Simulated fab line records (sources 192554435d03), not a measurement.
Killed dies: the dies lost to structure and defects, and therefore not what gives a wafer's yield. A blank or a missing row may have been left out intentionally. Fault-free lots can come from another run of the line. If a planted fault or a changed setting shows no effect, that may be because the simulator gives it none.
fab line records	flow n5_finfet
record lots=5	wafers=15	last_day=19
route steps=1938 shown MOL_CONTACT_COAG@548 BEOL_M4@1111 PASSIVATION@1936
lots that met no fault: taken from a fault-free run of the same line
start_h: start of the lot's first displayed wafer, in hours after the record's first day	wait_h: how many hours have passed since the lot's step before this one	" unchanged from the row above	L1.1+2: a single row standing in for several wafers	- no value, or no start given	* or withheld: withheld	< > ~ a bound
route shown NAME@n: NAME is a module with steps in the file, n the number in the route of the first one	usual: mean and standard deviation over wafers with no fault	same: alike in all rows	chamber/n: place in a boat	sites: readings site by site	_std_site: their standard deviation	_edge_site: outer sites' mean less inner sites'	radius_mm: how far each site lies from the wafer's centre	mask NAME#n: copy n	behind: the most recent tool/chamber to have shaped the wafer	hold: the reason the lot was held/the length of the hold in hours/how it ended	device: the transistor (n, p or np) that didn't switch	end of line: the same wafers' tests at the end of the route	a step with no rows: only its recipe	killed: count of dies lost to structure and defects at first sort (not the wafer's yield)	map: the dies of a wafer, with x for killed, . for not killed, _ for no die there
set.NAME: the setting the step ran with; set.NAME@STEP: the setting that earlier step ran with	model.NAME: the simulator's own value behind a step, which no gauge read
lots seen at some steps along the route; tables by step, rows by wafer
services: when a tool's chamber went out of use (start_h, in hours from the record's first day, below 0 if earlier), for how many hours, and the reason
## steps
# step N5_MOL_CONTACT_COAG_CO_FILL_22
# recipe material=Co	target_thk_a=200	temp_c=200	precursor=CCTBA/H2	pressure_torr=30
# step N5_MOL_CONTACT_COAG_ANNEAL_113
# recipe temp_c=400	time_s=300	ambient=H2/N2
# step N5_MOL_CONTACT_COAG_PRE_CLEAN_142
# recipe gas=H2/He	time_s=60	temp_c=300
# step N5_MOL_CONTACT_COAG_SPUTTER_130
# recipe material=Co	target_thk_a=475	temp_c=25	chamber_pressure_pa=0.5	power_w=3000
# step N5_MOL_CONTACT_COAG_PRECLEAN_125
# recipe chemistry=DIW	time_s=57.5	temp_c=23
# step N5_MOL_CONTACT_COAG_SRD_126
# recipe dry_time_s=32	dry=n2_spin	spin_rpm=1500
# step N5_MOL_CONTACT_COAG_CMP_23
# recipe stop_on=SiO2	t_overpolish_s=1.5	post_cmp_clean=cu_alkaline	down_force_psi=2	platen_rpm=50.289	pad_velocity_m_s=1.0006	target_thk_nm=0
# step N5_MOL_CONTACT_COAG_WET_ETCH_26
# recipe target=Co	target_depth_nm=13
# step N5_MOL_CONTACT_COAG_WET_ETCH_116
# recipe chemistry=SC1-inhibited	target_depth_nm=4.6	dry=ipa_marangoni	rinse_time_s=30	rinse_temp_c=23
# step N5_MOL_CONTACT_COAG_ALD_27
# recipe material=SiOC	target_thk_a=170	temp_c=400	ald_precursor_family=carbosiloxane	ald_co_reactant=H2-plasma	pulse_time_s=1.5	time_s=2720	purge_time_s=2	co_reactant_purge_time_s=2	ald_cycles=340	pressure_torr=2
# step N5_MOL_CONTACT_COAG_CMP_28
# recipe stop_on=SiNx	t_overpolish_s=0.85	post_cmp_clean=alkaline_brush	down_force_psi=4.15	platen_rpm=51.8	pad_velocity_m_s=1.0307	target_thk_nm=14.522
# usual edge_zone_pressure_frac=1.000/0.005	head_pressure_psi=4.151/0.0093	motor_current_A=12.5/1.1	time_to_endpoint_s=4/3.2
lot.wafer	tool	chamber	start_h	wait_h	edge_zone_pressure_frac	head_pressure_psi	motor_current_A	time_to_endpoint_s	model.SiOC_of_MOL_CONTACT_COAG_ALD_27.thk_nm	model.SiNx_of_GATE_CUT_SAC_CAP_01.thk_nm
L671.1	cmp-03	0	131.51	0.9	-	-	-	-	17.2	18.2
L671.5	"	2	"	"	-	-	-	-	17	18
L671.6	"	3	"	"	-	-	-	-	17	18.2
L672.1	cmp-01	0	137.81	0.8	-	-	-	-	16.8	18.2
L672.3	"	3	"	"	-	-	-	-	17	18.2
L672.6	"	0	"	"	-	-	-	-	16.8	18.2
L673.4	cmp-03	1	145.10	0.8	-	-	-	-	16.8	18.2
L673.3	"	2	"	"	-	-	-	-	17	18.4
L673.5	"	1	"	"	-	-	-	-	17	18.2
L680.3	cmp-03	3	180.62	0.8	0.995	4.164	12.5	0	14.2	18
L680.2	"	0	"	"	0.996	4.155	13.0	0	14.4	18.2
L680.4	"	1	"	"	1.001	4.177	12.1	4	15.8	17.8
L684.4	cmp-04	3	204.24	0.8	1.002	4.144	12.2	3	14	17.8
L684.2	"	0	"	"	1.001	4.157	12.3	4	15.2	18
L684.1	"	1	"	"	1.003	4.143	13.1	0	14	17.8
# step N5_MOL_CONTACT_COAG_ALD_123
# recipe material=SiNx	target_thk_a=50	temp_c=400	ald_precursor_family=SiH2I2	ald_co_reactant=N2/H2-plasma	pulse_time_s=1	purge_time_s=2	co_reactant_purge_time_s=2	ald_cycles=100	pressure_torr=2
# step N5_MOL_CONTACT_COAG_PECVD_31
# recipe material=SiO2	target_thk_a=460	temp_c=400	precursor=TEOS/O2	pressure_torr=6.5	rf_w=withheld	teos_flow_sccm=withheld	gas=O2	flow_sccm=2650	time_s=8.9
# step N5_MOL_CONTACT_COAG_COAT_75
# recipe resist=SOC	temp_c=250	time_s=60	spin_rpm=1500	resist_thk_nm=60
# step N5_MOL_CONTACT_COAG_COAT_76
# recipe resist=SiARC	temp_c=220	time_s=60	spin_rpm=1500	resist_thk_nm=10
# step N5_MOL_CONTACT_COAG_COAT_77
# recipe resist=underlayer	temp_c=205	time_s=60	spin_rpm=1500	resist_thk_nm=10
# step N5_MOL_CONTACT_COAG_COAT_78
# recipe resist=CAR-EUV	spin_rpm=1500	resist_thk_nm=40
# step N5_MOL_CONTACT_COAG_EBR_80
# recipe solvent=PGMEA	ebr_width_mm=1.5
# step N5_MOL_CONTACT_COAG_SOFTBAKE_79
# recipe temp_c=110	time_s=60	resist=CAR-EUV
# step N5_MOL_CONTACT_COAG_EXPOSE_81
# recipe mask_id=VG	na=0.33	source_shape=annular	sigma_inner=0.3	sigma_outer=0.7	polarization=unpolarized	defocus_nm=0	dose_mj=59.5
# step N5_MOL_CONTACT_COAG_PEB_82
# recipe peb_temp_c=100	peb_time_s=60	resist=CAR-EUV
# step N5_MOL_CONTACT_COAG_DEVELOP_83
# recipe develop_time_s=30	developer=TMAH	resist=CAR-EUV	rinse_liquid=surfactant_rinse	dry=air_spin	dev_temp_c=23
# step N5_MOL_CONTACT_COAG_DESCUM_88
# recipe chemistry=O2	time_s=7	source_power_w=50	bias_power_w=20	pressure_mtorr=20	rf_frequency_hz=2.712e+07	temp_c=40	resist=CAR-EUV	o2_flow_sccm=225
# step N5_MOL_CONTACT_COAG_ETCH_89
# recipe chemistry=N2/H2	target=underlayer	target_depth_a=130	mask_material=CAR-EUV	time_s=10.4	ion_energy_ev=200	pressure_mtorr=30	source_w=840	bias_w=150	n2_flow_sccm=200	h2_flow_sccm=200	ends=cleared
# step N5_MOL_CONTACT_COAG_ETCH_90
# recipe chemistry=CF4	target=SiARC	target_depth_a=130	mask_material=CAR-EUV	time_s=21.7	ion_energy_ev=80	pressure_mtorr=40	source_w=545	bias_w=36	Ar_flow_sccm=100	cf4_flow_sccm=100	ends=cleared
# step N5_MOL_CONTACT_COAG_ALD_131
# recipe material=SiO2	target_thk_a=50	temp_c=100	ald_precursor_family=BDEAS	ald_co_reactant=O2-plasma	pulse_time_s=1	co_reactant_pulse_time_s=1	purge_time_s=2	co_reactant_purge_time_s=2	ald_cycles=35	pressure_torr=2
# step N5_MOL_CONTACT_COAG_ETCHBACK_132
# recipe chemistry=CHF3	target=SiO2	target_depth_a=100	time_s=6.7	ion_energy_ev=200	pressure_mtorr=30	source_w=610	bias_w=170	Ar_flow_sccm=200	CHF3_flow_sccm=50
# step N5_MOL_CONTACT_COAG_ETCH_91
# recipe chemistry=N2/H2	target=SOC	target_depth_a=600	overetch_a=210	mask_material=SiARC	temp_c=40	time_s=101.2	ion_energy_ev=200	pressure_mtorr=30	source_w=840	bias_w=150	n2_flow_sccm=200	h2_flow_sccm=200
# step N5_MOL_CONTACT_COAG_STRIP_92
# recipe chemistry=N2/H2	temp_c=40	n2_flow_sccm=200	h2_flow_sccm=200	rf_frequency_hz=6e+07
# step N5_MOL_CONTACT_COAG_STRIP_93
# recipe chemistry=N2/H2	temp_c=40	n2_flow_sccm=200	h2_flow_sccm=200	rf_frequency_hz=6e+07
# step N5_MOL_CONTACT_COAG_ETCHBACK_135
# recipe chemistry=CHF3	target=SiO2	target_depth_a=250	time_s=16.7	ion_energy_ev=200	pressure_mtorr=30	source_w=610	bias_w=170	Ar_flow_sccm=200	CHF3_flow_sccm=50
# step N5_MOL_CONTACT_COAG_STRIP_118
# recipe chemistry=CHF3	resist=SiARC	rf_frequency_hz=6e+07
# step N5_MOL_CONTACT_COAG_VIA_ETCH_46
# recipe chemistry=C4F6/O2	target_depth_a=460	overetch_a=92	mask_material=SOC	target=SiO2	bias_w=455	pressure_mtorr=10	time_s=40	source_w=325	Ar_flow_sccm=300	C4F6_flow_sccm=10	O2_flow_sccm=10	ion_energy_ev=575.3	ends=end_point
# step N5_MOL_CONTACT_COAG_STRIP_96
# recipe chemistry=N2/H2	power_w=500	temp_c=40	pressure_mtorr=50	rf_frequency_hz=6e+07	overash_fraction=0.3	bias_power_w=28	h2_frac=0.5	n2_flow_sccm=300	h2_flow_sccm=300
# step N5_MOL_CONTACT_COAG_ETCH_47
# recipe chemistry=CH3F/O2	target=SiNx	target_depth_a=270	mask_material=SiO2	stop_on=W	over_etch_frac=0.2	ion_energy_ev=120	endpoint=OES-CN	pressure_mtorr=30	source_w=395	bias_w=73	Ar_flow_sccm=150	CH3F_flow_sccm=30	O2_flow_sccm=20	ends=end_point
# usual drypump_motor_current_A=5.9/0.37	etch_rf_on_time_s=31.1/0.68	mfc_ar_sccm=150.0/0.4	oes_product_au=0.72/0.075	rf_vpp_V=301/8.8	showerhead_plenum_p_Torr=2.04/0.069	throttle_valve_pct=16.24/0.19
lot.wafer	tool	chamber	start_h	wait_h	drypump_motor_current_A	etch_rf_on_time_s	mfc_ar_sccm	oes_product_au	rf_hours_counter_h	rf_vpp_V	showerhead_plenum_p_Torr	throttle_valve_pct	model.etch.depth_nm	model.MOL_CONTACT_COAG.feature_depth_nm
L671.1	rie_diel-05	2	133.40	0.0	5.8	32.0	149.7	0.81	26	297	2.03	16.02	18.15	18.8
L671.5	"	3	"	"	6.7	30.8	150.0	0.85	-	298	2.15	16.11	18.02	18.6
L671.6	"	2	"	"	5.8	32.2	150.5	0.80	-	298	2.03	16.02	18.18	18.8
L672.1	rie_diel-05	2	140.53	0.0	5.7	32.4	150.5	0.80	29	299	2.02	16.04	18.25	18.8
L672.3	"	0	"	"	5.7	32.1	149.1	0.75	44	290	2.12	16.02	18.21	18.8
L672.6	"	2	"	"	5.8	32.3	150.7	0.79	-	297	2.02	16.01	18.14	18.8
L673.3	rie_diel-01	0	147.17	0.0	6.2	33.0	149.8	0.74	60	293	2.13	16.29	18.36	19
L673.4	"	3	"	"	6.4	32.7	150.1	0.67	155	304	1.99	16.06	18.22	18.8
L673.5	"	1	"	"	5.9	32.1	150.6	0.61	-	302	1.96	16.51	18.26	18.8
L680.2	rie_diel-05	0	183.09	0.0	5.7	31.9	150.2	0.73	61	289	2.12	16.04	18.25	18.8
L680.3	"	2	"	"	5.8	31.4	150.5	0.78	46	297	2.02	16.05	17.99	18.6
L680.4	"	1	"	"	6.2	30.1	150.0	0.83	16	314	2.13	16.32	17.88	18.4
L684.1	rie_diel-04	2	208.19	0.1	5.7	30.2	150.2	0.71	109	314	2.01	16.18	17.76	18.4
L684.2	"	2	"	"	5.7	30.6	150.2	0.71	-	314	2.01	16.18	17.93	18.6
L684.4	"	2	"	"	5.7	30.2	150.6	0.71	-	313	2.01	16.18	17.81	18.4
# step N5_MOL_CONTACT_COAG_STRIP_119
# recipe chemistry=N2/H2	time_s=30	power_w=1000	temp_c=250	pressure_mtorr=withheld	n2_flow_sccm=1750	h2_flow_sccm=3250
# step N5_MOL_CONTACT_COAG_ETCH_48
# recipe chemistry=C4F6/O2	target_depth_a=150	overetch_a=45	mask_material=SOC	target=SiOC	bias_w=465	pressure_mtorr=10	time_s=17	source_w=335	Ar_flow_sccm=300	C4F6_flow_sccm=10	O2_flow_sccm=10	ion_energy_ev=576
# usual drypump_motor_current_A=5.9/0.37	mfc_ar_sccm=300.1/0.79	oes_product_au=0.66/0.081	rf_vpp_V=1604/43	showerhead_plenum_p_Torr=2.88/0.1	throttle_valve_pct=40.5/0.58
# same time_s=17
lot.wafer	tool	chamber	start_h	wait_h	drypump_motor_current_A	mfc_ar_sccm	oes_product_au	rf_hours_counter_h	rf_vpp_V	showerhead_plenum_p_Torr	throttle_valve_pct	model.etch.depth_nm
L671.1	rie_diel-01	3	134.92	0.0	6.4	299.5	1.12	151	1614	2.82	39.7	17.1
L671.5	"	2	"	"	5.6	299.5	1.10	-	1623	2.84	39.9	16.94
L671.6	"	1	"	"	5.9	300.0	1.02	-	1606	2.78	41.3	17.02
L672.1	rie_diel-01	1	141.89	0.0	5.9	300.5	1.00	216	1607	2.78	41.3	16.84
L672.3	"	0	"	"	6.2	300.8	1.23	59	1571	3.03	41.3	16.91
L672.6	"	1	"	"	5.9	301.6	1.00	-	1607	2.78	41.3	16.83
L673.3	rie_diel-04	2	149.07	0.0	5.7	300.6	1.17	85	1670	2.86	41.2	16.9
L673.4	"	0	"	"	5.1	300.5	1.01	230	1498	2.76	40.3	16.9
L673.5	"	1	"	"	6.3	299.7	1.34	-	1545	2.92	41.0	16.92
L680.2	rie_diel-04	1	184.62	0.0	6.2	299.1	0.74	40	1544	2.91	40.8	14.47
L680.3	"	3	"	"	5.7	298.9	0.58	246	1622	2.89	40.3	14.19
L680.4	"	0	"	"	5.1	300.1	0.60	244	1498	2.76	40.2	15.83
L684.1	rie_diel-01	3	210.49	0.0	6.4	300.9	0.60	181	1614	2.81	39.5	13.97
L684.2	"	0	"	"	6.2	299.2	0.70	89	1571	3.02	41.1	15.3
L684.4	"	1	"	"	5.9	300.8	0.55	247	1606	2.77	41.1	14.03
# step N5_BEOL_M4_RC_MEAS_101
# usual DIBL_N=37.7/2	DIBL_P=37.7/2.3	IOFF_N=0.18/0.039	IOFF_P=0.23/0.042	ION_N=681/12	ION_P=463/8	SS_N=71.9/0.68	SS_P=73.6/0.71	VT_N=248/3.2	VT_P=-249/3.1
lot.wafer	tool	chamber	start_h	wait_h	DIBL_N[mV/V]	DIBL_P[mV/V]	IOFF_N[nA/um]	IOFF_P[nA/um]	ION_N[uA/um]	ION_P[uA/um]	SS_N[mV/dec]	SS_P[mV/dec]	VT_N[mV]	VT_P[mV]
L680.2	prober-01	0	349.89	0.2	39.1	40.6	0.21	0.28	689	468	72.1	74.9	246	-246
L680.3	"	0	"	"	36.2	35.6	0.15	0.21	686	467	71.1	73.5	248	-249
L680.4	"	0	"	"	36.9	37.4	0.15	0.23	677	470	71.7	74.0	251	-250
L684.1	prober-01	0	360.05	0.0	40.2	38.8	0.22	0.27	684	466	72.6	73.9	245	-247
L684.2	"	0	"	"	35.7	34.9	0.13	0.18	664	460	70.7	73.0	250	-253
L684.4	"	0	"	"	39.5	38.7	0.21	0.25	688	471	71.4	73.8	247	-246
# step N5_PASSIVATION_PROBE_49
# usual defect_limited_yield=91.1/1.4	killed_at_M0_to_M3=34/9.6	killed_at_M4_up=15/5.3	killed_at_contacts=12/6.1	killed_at_front_end=40/11	killed_at_other=3.5/2.8	killed_dies=105/17	killed_on_rim=14/4.3	killed_open=70/12	killed_short=34/7.7	sort_bin_5_function=5.2/0.97	sort_bin_6_memory=3.4/0.62	sort_n_pass=1075/17	sort_yield_pct=91.1/1.4
# same gross_dies=1180	killed_at_back_side=0	sort_bin_4_leakage[%]=0	sort_bin_8_speed[%]=0
lot.wafer	tool	chamber	start_h	wait_h	defect_limited_yield[%]	killed_at_M0_to_M3	killed_at_M4_up	killed_at_contacts	killed_at_front_end	killed_at_other	killed_dies	killed_on_rim	killed_open	killed_short	sort_bin_5_function[%]	sort_bin_6_memory[%]	sort_n_pass	sort_yield_pct[%]
L671.1	prober-01	-	403.39	0.0	0	31	20	1066	58	5	1180	152	87	40	95.1	4.4	0	0
L671.5	prober-01	-	403.59	0.2	0	21	5	1092	61	1	1180	152	65	35	96.9	2.9	0	0
L671.6	prober-01	-	403.64	0.3	0	31	15	1092	39	3	1180	152	63	32	95.8	4.1	0	0
L673.3	prober-02	-	407.94	0.1	0	52	15	1092	16	5	1180	152	57	39	96.1	3.7	0	0
L673.4	prober-02	-	407.99	0.2	0	51	13	1085	29	2	1180	152	57	40	96.4	3.0	0	0
L673.5	prober-02	-	408.04	0.2	0	39	9	1105	23	4	1180	152	60	20	96.9	2.8	0	0
L672.1	prober-01	-	412.19	0.0	0	53	7	1085	31	4	1180	152	84	43	95.6	3.9	0	0
L672.3	prober-01	-	412.29	0.1	0	38	14	1066	56	6	1180	152	88	40	95.6	4.0	0	0
L672.6	prober-01	-	412.44	0.3	0	43	29	1050	56	2	1180	152	95	46	94.9	4.7	0	0
L680.2	prober-02	-	462.19	0.1	91.3	21	31	3	46	2	103	13	69	25	4.6	3.4	1077	91.3
L680.3	prober-02	-	462.24	0.1	90.0	37	21	9	50	1	118	18	89	28	6.5	3.3	1062	90.0
L680.4	prober-02	-	462.29	0.2	90.0	42	20	8	40	8	118	20	72	46	6.4	3.4	1062	90.0
# killed by level:class
L671.1 MOL_CONTACT_COAG:area_cmp=1051 FIN_SAQP:geometric_particle:open=24 MOL_CONTACT_COAG:geometric_particle:open=13 FIN_SAQP:geometric_particle:short=12 BEOL_M2:geometric_particle:open=9 BEOL_M0_SAQP:geometric_particle:open=7 ILD0:geometric_particle:short=5 BEOL_M5:geometric_particle:open=5
L671.5 MOL_CONTACT_COAG:area_cmp=1080 FIN_SAQP:geometric_particle:open=28 FIN_SAQP:geometric_particle:short=10 MOL_CONTACT_COAG:geometric_particle:open=10 BEOL_M3:geometric_particle:short=5 BEOL_M3:geometric_particle:open=5 STARTING-WAFER:geometric_particle:short=5 ILD0:geometric_particle:short=4
L671.6 MOL_CONTACT_COAG:area_cmp=1083 FIN_SAQP:geometric_particle:open=15 BEOL_M1:geometric_particle:open=8 FIN_SAQP:geometric_particle:short=7 MOL_CONTACT_COAG:geometric_particle:open=7 BEOL_M0_SAQP:geometric_particle:open=5 BEOL_M3:geometric_particle:short=5 BEOL_M4:geometric_particle:open=5
L673.3 MOL_CONTACT_COAG:area_cmp=1084 BEOL_M0_SAQP:geometric_particle:short=17 BEOL_M0_SAQP:geometric_particle:open=9 BEOL_M1:geometric_particle:open=8 BEOL_M3:geometric_particle:open=7 MOL_CONTACT_COAG:geometric_particle:open=6 BEOL_M1:geometric_particle:short=5 BEOL_M2:geometric_particle:open=5
L673.4 MOL_CONTACT_COAG:area_cmp=1083 BEOL_M2:geometric_particle:open=11 BEOL_M0_SAQP:geometric_particle:short=9 BEOL_M0_SAQP:geometric_particle:open=7 BEOL_M5:geometric_particle:open=6 FIN_SAQP:geometric_particle:open=6 BEOL_M0:geometric_particle:open=6 FIN_SAQP:geometric_particle:short=5
L673.5 MOL_CONTACT_COAG:area_cmp=1098 BEOL_M3:geometric_particle:open=10 BEOL_M0_SAQP:geometric_particle:open=7 BEOL_M1:geometric_particle:open=7 MOL_CONTACT_COAG:geometric_particle:open=6 STI_FIN_REVEAL:geometric_particle:open=5 BEOL_M0_SAQP:geometric_particle:short=5 FIN_SAQP:geometric_particle:open=4
L672.1 MOL_CONTACT_COAG:area_cmp=1052 MOL_CONTACT_COAG:geometric_particle:open=23 BEOL_M0_SAQP:geometric_particle:open=18 MOL_CONTACT_COAG:geometric_particle:short=10 BEOL_M0_SAQP:geometric_particle:short=9 BEOL_M3:geometric_particle:open=7 DUMMY_GATE:geometric_particle:open=6 FIN_SAQP:geometric_particle:open=5
L672.3 MOL_CONTACT_COAG:area_cmp=1052 STI_FIN_REVEAL:geometric_particle:open=16 FIN_SAQP:geometric_particle:open=14 MOL_CONTACT_COAG:geometric_particle:open=13 BEOL_M0_SAQP:geometric_particle:open=13 BEOL_M0_SAQP:geometric_particle:short=12 FIN_SAQP:geometric_particle:short=6 BEOL_M4:geometric_particle:open=6
L672.6 MOL_CONTACT_COAG:area_cmp=1039 BEOL_M4:geometric_particle:open=18 BEOL_M0_SAQP:geometric_particle:short=14 STI_FIN_REVEAL:geometric_particle:open=12 BEOL_M1:geometric_particle:open=12 BEOL_M0_SAQP:geometric_particle:open=10 FIN_SAQP:geometric_particle:open=8 MOL_CONTACT_COAG:geometric_particle:open=7
L680.2 BEOL_M4:geometric_particle:open=16 STI_FIN_REVEAL:geometric_particle:open=12 BEOL_M3:geometric_particle:open=12 FIN_SAQP:geometric_particle:short=8 HKMG_FIN:area_etch=8 FIN_SAQP:geometric_particle:open=6 BEOL_M4:geometric_particle:short=4 DUMMY_GATE:geometric_particle:open=3
L680.3 STI_FIN_REVEAL:geometric_particle:open=28 BEOL_M0_SAQP:geometric_particle:open=9 BEOL_M3:geometric_particle:open=9 MOL_CONTACT_COAG:geometric_particle:open=8 BEOL_M1:geometric_particle:open=7 BEOL_M0_SAQP:geometric_particle:short=6 BEOL_M7:geometric_particle:short=5 FIN_SAQP:geometric_particle:short=4
L680.4 STI_FIN_REVEAL:geometric_particle:open=19 BEOL_M3:geometric_particle:open=13 BEOL_M4:geometric_particle:open=12 BEOL_M2:geometric_particle:short=9 MOL_CONTACT_COAG:geometric_particle:open=7 FIN_SAQP:geometric_particle:short=6 BEOL_M1:geometric_particle:short=6 GATE_CUT:geometric_particle:short=5
# map L671.1 (x killed, . not)
_________________xxxxxxxxxxxx________________
______________xxxxxxxxxxxxxxxxxx_____________
___________xxxxxxxxxxxxxxxxxxxxxxxx__________
__________xxxxxxxxxxxxxxxxxxxxxxxxxx_________
________xxxxxxxxxxxxxxxxxxxxxxxxxxxxxx_______
_______xxxxxxxxxxxxxxxxxxxxxxxxxxxxxxxx______
______xxxxxxxxxxxxxxxxxxxxxxxxxxxxxxxxxx_____
_____xxxxxxxxxxxxxxxxxxxxxxxxxxxxxxxxxxxx____
____xxxxxxxxxxxxxxxxxxxxxxxxxxxxxxxxxxxxxx___
___xxxxxxxxxxxxxxxxxxxxxxxxxxxxxxxxxxxxxxxx__
___xxxxxxxxxxxxxxxxxxxxxxxxxxxxxxxxxxxxxxxx__
__xxxxxxxxxxxxxxxxxxxxxxxxxxxxxxxxxxxxxxxxxx_
__xxxxxxxxxxxxxxxxxxxxxxxxxxxxxxxxxxxxxxxxxx_
_xxxxxxxxxxxxxxxxxxxxxxxxxxxxxxxxxxxxxxxxxxxx
_xxxxxxxxxxxxxxxxxxxxxxxxxxxxxxxxxxxxxxxxxxxx
_xxxxxxxxxxxxxxxxxxxxxxxxxxxxxxxxxxxxxxxxxxxx
_xxxxxxxxxxxxxxxxxxxxxxxxxxxxxxxxxxxxxxxxxxxx
_xxxxxxxxxxxxxxxxxxxxxxxxxxxxxxxxxxxxxxxxxxxx
_xxxxxxxxxxxxxxxxxxxxxxxxxxxxxxxxxxxxxxxxxxxx
_xxxxxxxxxxxxxxxxxxxxxxxxxxxxxxxxxxxxxxxxxxxx
_xxxxxxxxxxxxxxxxxxxxxxxxxxxxxxxxxxxxxxxxxxxx
__xxxxxxxxxxxxxxxxxxxxxxxxxxxxxxxxxxxxxxxxxx_
__xxxxxxxxxxxxxxxxxxxxxxxxxxxxxxxxxxxxxxxxxx_
___xxxxxxxxxxxxxxxxxxxxxxxxxxxxxxxxxxxxxxxx__
___xxxxxxxxxxxxxxxxxxxxxxxxxxxxxxxxxxxxxxxx__
____xxxxxxxxxxxxxxxxxxxxxxxxxxxxxxxxxxxxxx___
_____xxxxxxxxxxxxxxxxxxxxxxxxxxxxxxxxxxxx____
______xxxxxxxxxxxxxxxxxxxxxxxxxxxxxxxxxx_____
_______xxxxxxxxxxxxxxxxxxxxxxxxxxxxxxxx______
________xxxxxxxxxxxxxxxxxxxxxxxxxxxxxx_______
__________xxxxxxxxxxxxxxxxxxxxxxxxxx_________
___________xxxxxxxxxxxxxxxxxxxxxxxx__________
______________xxxxxxxxxxxxxxxxxx_____________
_________________xxxxxxxxxxxx________________
# map L672.1 (x killed, . not)
_________________xxxxxxxxxxxx________________
______________xxxxxxxxxxxxxxxxxx_____________
___________xxxxxxxxxxxxxxxxxxxxxxxx__________
__________xxxxxxxxxxxxxxxxxxxxxxxxxx_________
________xxxxxxxxxxxxxxxxxxxxxxxxxxxxxx_______
_______xxxxxxxxxxxxxxxxxxxxxxxxxxxxxxxx______
______xxxxxxxxxxxxxxxxxxxxxxxxxxxxxxxxxx_____
_____xxxxxxxxxxxxxxxxxxxxxxxxxxxxxxxxxxxx____
____xxxxxxxxxxxxxxxxxxxxxxxxxxxxxxxxxxxxxx___
___xxxxxxxxxxxxxxxxxxxxxxxxxxxxxxxxxxxxxxxx__
___xxxxxxxxxxxxxxxxxxxxxxxxxxxxxxxxxxxxxxxx__
__xxxxxxxxxxxxxxxxxxxxxxxxxxxxxxxxxxxxxxxxxx_
__xxxxxxxxxxxxxxxxxxxxxxxxxxxxxxxxxxxxxxxxxx_
_xxxxxxxxxxxxxxxxxxxxxxxxxxxxxxxxxxxxxxxxxxxx
_xxxxxxxxxxxxxxxxxxxxxxxxxxxxxxxxxxxxxxxxxxxx
_xxxxxxxxxxxxxxxxxxxxxxxxxxxxxxxxxxxxxxxxxxxx
_xxxxxxxxxxxxxxxxxxxxxxxxxxxxxxxxxxxxxxxxxxxx
_xxxxxxxxxxxxxxxxxxxxxxxxxxxxxxxxxxxxxxxxxxxx
_xxxxxxxxxxxxxxxxxxxxxxxxxxxxxxxxxxxxxxxxxxxx
_xxxxxxxxxxxxxxxxxxxxxxxxxxxxxxxxxxxxxxxxxxxx
_xxxxxxxxxxxxxxxxxxxxxxxxxxxxxxxxxxxxxxxxxxxx
__xxxxxxxxxxxxxxxxxxxxxxxxxxxxxxxxxxxxxxxxxx_
__xxxxxxxxxxxxxxxxxxxxxxxxxxxxxxxxxxxxxxxxxx_
___xxxxxxxxxxxxxxxxxxxxxxxxxxxxxxxxxxxxxxxx__
___xxxxxxxxxxxxxxxxxxxxxxxxxxxxxxxxxxxxxxxx__
____xxxxxxxxxxxxxxxxxxxxxxxxxxxxxxxxxxxxxx___
_____xxxxxxxxxxxxxxxxxxxxxxxxxxxxxxxxxxxx____
______xxxxxxxxxxxxxxxxxxxxxxxxxxxxxxxxxx_____
_______xxxxxxxxxxxxxxxxxxxxxxxxxxxxxxxx______
________xxxxxxxxxxxxxxxxxxxxxxxxxxxxxx_______
__________xxxxxxxxxxxxxxxxxxxxxxxxxx_________
___________xxxxxxxxxxxxxxxxxxxxxxxx__________
______________xxxxxxxxxxxxxxxxxx_____________
_________________xxxxxxxxxxxx________________
## services
tool	chamber	start_h	hours	kind
rie_diel-01	-	109.73	14.6	pm
rie_diel-05	1	122.16	-	clean
rie_diel-05	1	122.16	-	consumable_replace:focus_ring
rie_diel-05	1	122.16	-	consumable_replace:showerhead
rie_diel-05	1	122.16	17.9	scheduled_down
rie_diel-05	1	122.16	17.9	vent_cycle
cmp-04	-	123.80	2.2	repair
cmp-04	-	137.82	14.5	pm
rie_diel-01	3	166.05	3.5	repair
cmp-03	-	185.93	5.7	pm
rie_diel-04	0	198.98	-	clean
rie_diel-04	0	198.98	-	consumable_replace:focus_ring
rie_diel-04	0	198.98	36.9	scheduled_down
rie_diel-04	0	198.98	36.9	vent_cycle
rie_diel-04	1	200.64	69.6	repair
rie_diel-04	3	203.83	8.1	repair
cmp-01	-	206.67	2.5	repair
## key
first_sign step=N5_MOL_CONTACT_COAG_CMP_28	reading=tool_record	direction=missing
effect step=N5_MOL_CONTACT_COAG_ETCH_48	reading=oes_product_au	direction=up	sigmas=5.5	usual=0.66	struck=1.11
effect step=N5_PASSIVATION_PROBE_49	reading=killed_at_contacts	direction=up	sigmas=99+	usual=12	struck=1081
model_effect step=N5_MOL_CONTACT_COAG_CMP_28	value=SiOC_of_MOL_CONTACT_COAG_ALD_27.thk_nm	without=14.09	struck=16.96
model_effect step=N5_MOL_CONTACT_COAG_ETCH_47	value=etch.depth_nm	without=17.93	struck=18.2
model_effect step=N5_MOL_CONTACT_COAG_ETCH_48	value=etch.depth_nm	without=14.1	struck=16.93
more_kills_born_at N5_MOL_CONTACT_COAG_CMP_28@cmp-03=6469	N5_MOL_CONTACT_COAG_CMP_28@cmp-01=3140
met_at N5_MOL_CONTACT_COAG_CMP_28
struck_wafers L671.1,L671.5,L671.6,L672.1,L672.3,L672.6,L673.3,L673.4,L673.5
later_rows_left_out L671.1,L671.5,L671.6,L672.1,L672.3,L672.6,L673.3,L673.4,L673.5
fault kind=skipped_step_whole	tool=cmp-01,cmp-03	chamber=-	onset_h=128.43	steps=N5_MOL_CONTACT_COAG_CMP_28	scope=struck_lots_only
# later_rows_left_out: the simulator's readings of these wafers behind a module that went badly wrong aren't trusted and aren't shown, but for the sort
